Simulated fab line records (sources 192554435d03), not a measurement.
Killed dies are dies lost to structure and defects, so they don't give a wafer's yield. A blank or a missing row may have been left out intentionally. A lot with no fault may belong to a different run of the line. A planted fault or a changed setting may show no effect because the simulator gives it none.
fab line records	flow n5_finfet
[record] lots = 5	wafers = 15	last_day = 16
route steps=1938 shown STI_FIN_REVEAL@209 DUMMY_GATE@212 ILD0@338 BEOL_M4@1111 PASSIVATION@1936
lots with no fault: from the same line, run without faults
start_h: hours from the record's opening day to when the first of the lot's shown wafers began	wait_h: hours elapsed since this lot's preceding step	" as in the row above	L1.1+2: a single row standing in for several wafers	- either no value or no given start	* or withheld: withheld	< > ~ a bound
route shown NAME@n: names a module that has steps shown in the file, with the first one's number in the route	usual: the fault-free wafers' mean and standard deviation	same: alike in all rows	chamber/n: place in a boat	sites: readings site by site	_std_site: the standard deviation of these	_edge_site: inner sites' mean taken away from outer sites' mean	radius_mm: for every site, how far away it sits from the centre of the wafer	mask NAME#n: copy n	behind: the most recent tool/chamber to have shaped the wafer	hold: what put the lot on hold/how long, in hours/how the hold closed	device: names the non-switching transistor (n, p or np)	end of line: tests of these same wafers at the route's end	a step with no rows: only its recipe	killed: at the first sort, the dies lost to defects and structure; wafer yield is something else	map: a wafer's dies, x killed, . not, _ none there
set.NAME: the run value of the setting; set.NAME@STEP: its run value at that earlier step	model.NAME: the simulator's own value behind a step, which no gauge read
lots at some steps of the route; a table a step, a row a wafer
services: from which hour (start_h, from the record's first day; less than 0 if before it) a tool's chamber was out of use, for how many hours, and why
[[steps]]
[step N5_STI_FIN_REVEAL_PRECLEAN_18]
[recipe] chemistry = SC2	time_s = 45	temp_c = 35	mix = 1:1:50
[step N5_STI_FIN_REVEAL_SRD_28]
[recipe] dry = ipa_marangoni	time_s = 30	temp_c = 23	rinse_liquid = diw
[step N5_DUMMY_GATE_PRECLEAN_00]
[recipe] chemistry = O3/DIW	time_s = 60	temp_c = 22	o3_ppm = 10
[step N5_DUMMY_GATE_SRD_01]
[recipe] time_s = 30	temp_c = 23	rinse_liquid = diw	dry = ipa_marangoni
[step N5_DUMMY_GATE_ALD_02]
[recipe] material = SiO2	target_thk_a = 20	temp_c = 300	ald_precursor_family = BDEAS	ald_co_reactant = O2-plasma	pulse_time_s = 1	pressure_torr = 2
[step N5_DUMMY_GATE_CVD_03]
[recipe] material = a-Si	target_thk_a = 1500	temp_c = 530	precursor = SiH4	time_s = 8042
[step N5_DUMMY_GATE_PRECLEAN_46]
[recipe] chemistry = DIW	time_s = 89.5	temp_c = 23
[step N5_DUMMY_GATE_SRD_47]
[recipe] dry_time_s = 32	dry = n2_spin	spin_rpm = 1500
[step N5_DUMMY_GATE_CMP_04]
[recipe] material = a-Si	post_cmp_clean = alkaline_brush
[step N5_DUMMY_GATE_HM_DEP_06]
[recipe] material = SiNx	target_thk_a = 800	precursor = DCS/NH3	temp_c = 700	pressure_mtorr = 300	time_s = 5141
[usual] spike_tc_upper_C = 699.6/1.4	zone_power_bottom_pct = 16.7/1.5	zone_power_centre_pct = 11.4/1.4	zone_power_lower_pct = 10.6/0.53
lot.wafer	tool	chamber	start_h	wait_h	spike_tc_upper_C	zone_power_bottom_pct	zone_power_centre_pct	zone_power_lower_pct	model.SiNx_of_DUMMY_GATE_HM_DEP_06.thk_nm
L644.1	lpcvd-01	1/15	60.02	0.0	697.9	17.6	10.4	10.2	80.4
L644.3	"	1/25	"	"	697.9	17.6	10.4	10.2	80
L644.5	"	1/34	"	"	697.9	17.6	10.4	10.2	79.8
L645.1	lpcvd-01	0/65	67.02	0.0	699.8	18.4	10.1	11.1	141.4
L645.2	"	0/70	"	"	699.8	18.4	10.1	11.1	142.2
L645.5	"	0/84	"	"	699.8	18.4	10.1	11.1	142.6
L646.1	lpcvd-01	1/15	71.36	0.0	698.7	17.6	10.4	10.2	140.8
L646.5	"	1/34	"	"	698.7	17.6	10.4	10.2	141
L646.6	"	1/39	"	"	698.7	17.6	10.4	10.2	141.4
L647.1	lpcvd-01	1/90	76.98	0.0	698.3	17.8	10.5	10.2	142
L647.3	"	1/100	"	"	698.3	17.8	10.5	10.2	141.8
L647.5	"	1/109	"	"	698.3	17.8	10.5	10.2	141.4
L661.2	lpcvd-02	0/20	160.52	0.0	701.5	14.8	13.5	11.2	78.6
L661.3	"	0/25	"	"	701.5	14.8	13.5	11.2	78.4
L661.4	"	0/29	"	"	701.5	14.8	13.5	11.2	79.6
[step N5_DUMMY_GATE_PECVD_30]
[recipe] material = SiO2	target_thk_a = 550	temp_c = 400	precursor = TEOS/O2	pressure_torr = 6.5	rf_w = withheld	teos_flow_sccm = withheld	gas = O2	flow_sccm = 2650	time_s = 10.8
[step N5_DUMMY_GATE_COAT_34]
[recipe] resist = SOC	temp_c = 250	time_s = 60	spin_rpm = 1500	resist_thk_nm = 60
[step N5_DUMMY_GATE_COAT_35]
[recipe] resist = SiARC	temp_c = 220	time_s = 60	spin_rpm = 1500	resist_thk_nm = 10
[step N5_DUMMY_GATE_COAT_28]
[recipe] resist = underlayer	temp_c = 205	time_s = 60	spin_rpm = 1500	resist_thk_nm = 10
[step N5_DUMMY_GATE_COAT_09]
[recipe] resist = CAR-EUV	spin_rpm = 1500	resist_thk_nm = 30
[step N5_DUMMY_GATE_EBR_11]
[recipe] solvent = PGMEA	ebr_width_mm = 1.5
[step N5_DUMMY_GATE_SOFTBAKE_10]
[recipe] temp_c = 110	time_s = 60	resist = CAR-EUV
[step N5_DUMMY_GATE_EXPOSE_12]
[recipe] mask_id = GATE	na = 0.33	source_shape = annular	sigma_inner = 0.2	sigma_outer = 0.6	polarization = unpolarized	target_cd_nm = 25	dose_mj = 34
[step N5_DUMMY_GATE_PEB_13]
[recipe] peb_temp_c = 100	peb_time_s = 60	resist = CAR-EUV
[step N5_DUMMY_GATE_DEVELOP_14]
[recipe] develop_time_s = 30	developer = TMAH	resist = CAR-EUV	rinse_liquid = surfactant_rinse	dry = air_spin	dev_temp_c = 23
[step N5_DUMMY_GATE_DESCUM_20]
[recipe] chemistry = O2	time_s = 6.2	source_power_w = 50	bias_power_w = 20	pressure_mtorr = 20	rf_frequency_hz = 2.712e+07	temp_c = 40	resist = CAR-EUV	o2_flow_sccm = 225
[step N5_DUMMY_GATE_ETCH_29]
[recipe] chemistry = N2/H2	target = underlayer	target_depth_a = 130	ion_energy_ev = 200	pressure_mtorr = 30	source_w = 840	bias_w = 150	n2_flow_sccm = 200	h2_flow_sccm = 200
[step N5_DUMMY_GATE_ETCH_36]
[recipe] chemistry = CF4	target = SiARC	target_depth_a = 130	pressure_mtorr = 40	source_w = 545	bias_w = 36	Ar_flow_sccm = 100	cf4_flow_sccm = 100	ion_energy_ev = 80
[step N5_DUMMY_GATE_ETCH_37]
[recipe] chemistry = N2/H2	target = SOC	target_depth_a = 600	overetch_a = 300	temp_c = 40	ion_energy_ev = 200	pressure_mtorr = 30	source_w = 840	bias_w = 150	n2_flow_sccm = 200	h2_flow_sccm = 200
[step N5_DUMMY_GATE_STRIP_38]
[recipe] chemistry = N2/H2	temp_c = 40	n2_flow_sccm = 200	h2_flow_sccm = 200	rf_frequency_hz = 6e+07
[step N5_DUMMY_GATE_STRIP_39]
[recipe] chemistry = N2/H2	temp_c = 40	n2_flow_sccm = 200	h2_flow_sccm = 200	rf_frequency_hz = 6e+07
[step N5_DUMMY_GATE_TRIM_49]
[recipe] chemistry = O2	resist = SOC	time_s = 29	target_cd_nm = 14	source_power_w = 300	bias_power_w = 0	O2_flow_sccm = 100	temp_c = 20
[step N5_DUMMY_GATE_STRIP_40]
[recipe] chemistry = CF4	resist = SiARC	power_w = 300	bias_power_w = 75	pressure_mtorr = 50	cf4_flow_sccm = 150	rf_frequency_hz = 6e+07
[step N5_DUMMY_GATE_ETCH_31]
[recipe] chemistry = C4F6/O2	target = SiO2	mask_material = SOC	target_depth_a = 825	time_s = 27.5	ion_energy_ev = 250	pressure_mtorr = 30	source_w = 345	bias_w = 185	Ar_flow_sccm = 300	C4F6_flow_sccm = 10	O2_flow_sccm = 10
[step N5_DUMMY_GATE_STRIP_41]
[recipe] chemistry = O2	power_w = 400	temp_c = 40	pressure_mtorr = 30	rf_frequency_hz = 6e+07	bias_power_w = 0	overash_fraction = 0.3	o2_flow_sccm = 225
[step N5_DUMMY_GATE_HM_OPEN_21]
[recipe] chemistry = CH3F/O2	target = SiNx	target_depth_a = 1200	Ar_flow_sccm = 150	CH3F_flow_sccm = 30	O2_flow_sccm = 23	time_s = 171.4	pressure_mtorr = 30	source_w = 395	bias_w = 73	ion_energy_ev = 120.7
[step N5_DUMMY_GATE_ETCH_32]
[recipe] chemistry = CF4	target = SiO2	target_depth_a = 35	time_s = 3.9	ion_energy_ev = 350	pressure_mtorr = 10	icp_w = 800	bias_w = 400	cf4_flow_sccm = 80
[step N5_DUMMY_GATE_ETCH_23]
[recipe] chemistry = HBr/Cl2/O2	HBr_flow_sccm = 150	Cl2_flow_sccm = 80	O2_flow_sccm = 12	bias_w = 102	target_depth_a = 410	time_s = 22.3	target = poly-Si	mask_material = SiO2	pressure_mtorr = 10	icp_w = 800
[step N5_DUMMY_GATE_ETCH_44]
[recipe] chemistry = HBr/O2	over_etch_frac = 0.7	target_depth_a = 1275	stop_on = SiO2	ion_energy_ev = 60	bias_w = 20	target = poly-Si	mask_material = SiO2	pressure_mtorr = 20	icp_w = 400	HBr_flow_sccm = 120	O2_flow_sccm = 10
[step N5_ILD0_CMP_03]
[recipe] stop_on = SiNx	t_overpolish_s = 1.9	post_cmp_clean = alkaline_brush	down_force_psi = 4.1491	platen_rpm = 51.796	pad_velocity_m_s = 1.0306	target_thk_nm = 197.38
[usual] motor_current_A = 12.5/1.1	overpolish_run_s = 1.901/0.0094	time_to_endpoint_s = 71/3.9
[same] t_overpolish_s = 1.9
lot.wafer	tool	chamber	start_h	wait_h	motor_current_A	overpolish_run_s	time_to_endpoint_s	model.SiNx_of_DUMMY_GATE_HM_DEP_06.thk_nm
L644.3	cmp-01	3	78.38	0.1	14.3	1.885	72	77
L644.1	"	0	"	"	11.3	1.890	69	77.4
L644.5	"	3	"	"	14.4	1.912	73	76.8
L645.2	cmp-02	3	86.73	0.1	10.9	1.912	67	139.2
L645.1	"	0	"	"	12.9	1.920	68	138.4
L645.5	"	2	"	"	12.3	1.898	70	139.6
L646.1	cmp-02	0	91.37	0.0	12.6	1.919	68	137.8
L646.6	"	0	"	"	13.4	1.902	66	138.4
L646.5	"	1	"	"	11.4	1.896	69	138
L647.1	cmp-04	2	97.32	0.0	13.9	1.891	74	139
L647.3	"	3	"	"	11.9	1.897	81	138.6
L647.5	"	2	"	"	14.2	1.901	74	138.4
L661.3	cmp-04	1	183.46	0.0	11.8	1.901	70	75.4
L661.2	"	2	"	"	14.3	1.889	68	75.4
L661.4	"	3	"	"	12.4	1.901	71	76.6
[step N5_BEOL_M4_RC_MEAS_101]
[usual] DIBL_N = 36.9/1.6	DIBL_P = 37.1/2	IOFF_N = 0.17/0.032	IOFF_P = 0.22/0.036	ION_N = 674/12	ION_P = 463/7.8	SS_N = 71.7/0.63	SS_P = 73.5/0.62	VT_N = 249/3.3	VT_P = -250/3.5
lot.wafer	tool	chamber	start_h	wait_h	DIBL_N[mV/V]	DIBL_P[mV/V]	IOFF_N[nA/um]	IOFF_P[nA/um]	ION_N[uA/um]	ION_P[uA/um]	SS_N[mV/dec]	SS_P[mV/dec]	VT_N[mV]	VT_P[mV]
L644.1	prober-01	0	195.01	0.0	35.5	35.9	0.16	0.23	674	466	71.3	73.1	250	-248
L644.3	"	0	"	"	38.3	39.5	0.23	0.30	686	473	72.6	74.2	245	-241
L644.5	"	0	"	"	37.9	39.1	0.20	0.28	691	474	72.2	73.8	246	-246
L645.1	prober-01	0	205.84	0.0	35.4	35.0	0.14	0.18	655	448	71.4	72.8	253	-253
L645.2	"	0	"	"	37.2	38.6	0.18	0.23	686	468	71.6	74.1	247	-251
L645.5	"	0	"	"	36.2	37.7	0.15	0.22	664	462	71.0	73.6	249	-253
L646.1	prober-02	0	206.32	0.0	37.7	38.3	0.19	0.24	686	463	71.1	74.2	247	-250
L646.5	"	0	"	"	35.9	35.9	0.16	0.21	676	463	70.7	73.8	248	-252
L646.6	"	0	"	"	33.4	32.8	0.11	0.16	653	448	70.3	72.0	254	-253
L647.1	prober-01	0	209.36	0.0	37.5	38.3	0.19	0.25	687	464	72.7	73.7	247	-247
L647.3	"	0	"	"	34.8	36.2	0.14	0.22	675	467	70.9	72.7	251	-247
L647.5	"	0	"	"	38.2	39.9	0.22	0.29	694	478	72.5	74.2	244	-244
L661.2	prober-02	0	298.55	0.2	35.2	33.8	0.13	0.21	677	471	70.9	73.2	254	-250
L661.3	"	0	"	"	34.8	32.4	0.12	0.18	657	456	71.0	72.9	254	-252
L661.4	"	0	"	"	36.9	35.5	0.15	0.24	689	475	71.6	73.8	249	-248
[step N5_PASSIVATION_PROBE_49]
[usual] defect_limited_yield = 90.9/1.6	killed_at_M0_to_M3 = 34/11	killed_at_M4_up = 14/5.7	killed_at_contacts = 13/6.5	killed_at_front_end = 43/11	killed_at_other = 4/3.1	killed_dies = 107/19	killed_on_rim = 14/3.9	killed_open = 71/14	killed_short = 35/7.9	sort_bin_5_function = 5.3/1.1	sort_bin_6_memory = 3.4/0.74	sort_n_pass = 1073/19	sort_yield_pct = 90.9/1.6
[same] gross_dies = 1180	killed_at_back_side = 0	sort_bin_4_leakage[%] = 0	sort_bin_8_speed[%] = 0
lot.wafer	tool	chamber	start_h	wait_h	defect_limited_yield[%]	killed_at_M0_to_M3	killed_at_M4_up	killed_at_contacts	killed_at_front_end	killed_at_other	killed_dies	killed_on_rim	killed_open	killed_short	sort_bin_5_function[%]	sort_bin_6_memory[%]	sort_n_pass	sort_yield_pct[%]
L645.1	prober-02	-	310.26	0.0	88.5	31	8	33	58	6	136	15	99	35	6.4	4.6	1044	88.5
L645.2	prober-02	-	310.31	0.1	89.2	66	7	10	44	1	128	12	81	46	6.5	4.1	1052	89.2
L645.5	prober-02	-	310.46	0.2	90.4	38	7	19	41	8	113	13	78	34	5.5	3.8	1067	90.4
// killed by level:class
L645.1 STI_FIN_REVEAL:geometric_particle:open=25 MOL_CONTACT_COAG:geometric_particle:open=25 FIN_SAQP:geometric_particle:short=8 FIN_SAQP:geometric_particle:open=8 BEOL_M1:geometric_particle:open=8 MOL_CONTACT_COAG:geometric_particle:short=7 BEOL_M3:geometric_particle:open=6 BEOL_M5:geometric_particle:open=5
L645.2 BEOL_M0_SAQP:geometric_particle:short=23 BEOL_M0_SAQP:geometric_particle:open=16 FIN_SAQP:geometric_particle:open=12 BEOL_M1:geometric_particle:open=10 MOL_CONTACT_COAG:geometric_particle:open=9 STI_FIN_REVEAL:geometric_particle:open=9 BEOL_M3:geometric_particle:open=9 BEOL_M1:geometric_particle:short=5
L645.5 MOL_CONTACT_COAG:geometric_particle:open=17 STI_FIN_REVEAL:geometric_particle:open=14 FIN_SAQP:geometric_particle:open=10 BEOL_M0_SAQP:geometric_particle:short=10 BEOL_M0_SAQP:geometric_particle:open=9 BEOL_M1:geometric_particle:open=9 PASS1_CAP:geometric_particle:short=5 BEOL_M1:geometric_particle:short=4
[[services]]
tool	chamber	start_h	hours	kind
cmp-02	-	48.64	4.0	pm
cmp-02	-	52.64	-	consumable_replace:conditioner
cmp-02	-	52.64	-	consumable_replace:pad
cmp-04	-	55.15	6.9	pm
cmp-01	-	90.49	1.9	repair
cmp-04	-	116.29	4.0	pm
cmp-04	-	120.29	-	consumable_replace:conditioner
cmp-04	-	120.29	-	consumable_replace:pad
cmp-02	-	143.59	0.5	repair
cmp-02	-	146.49	5.1	repair
cmp-04	-	147.14	0.7	repair
cmp-04	-	175.23	1.2	repair
[[key]]
first_sign none at tools or gauges
[model_effect] step = N5_DUMMY_GATE_HM_DEP_06	value = SiNx_of_DUMMY_GATE_HM_DEP_06.thk_nm	without = 79.84	struck = 141.6
[model_effect] step = N5_ILD0_CMP_03	value = SiNx_of_DUMMY_GATE_HM_DEP_06.thk_nm	without = 76.8	struck = 138.6
met_at N5_DUMMY_GATE_HM_DEP_06
struck_wafers L645.1,L645.2,L645.5,L646.1,L646.5,L646.6,L647.1,L647.3,L647.5
[fault] kind = process_parameter_drift	tool = lpcvd-01	chamber = -	onset_h = 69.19	steps = N5_DUMMY_GATE_HM_DEP_06	channel = time_s	offset = *	shape = step	end_h = 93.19	acts_in = *	stated = *
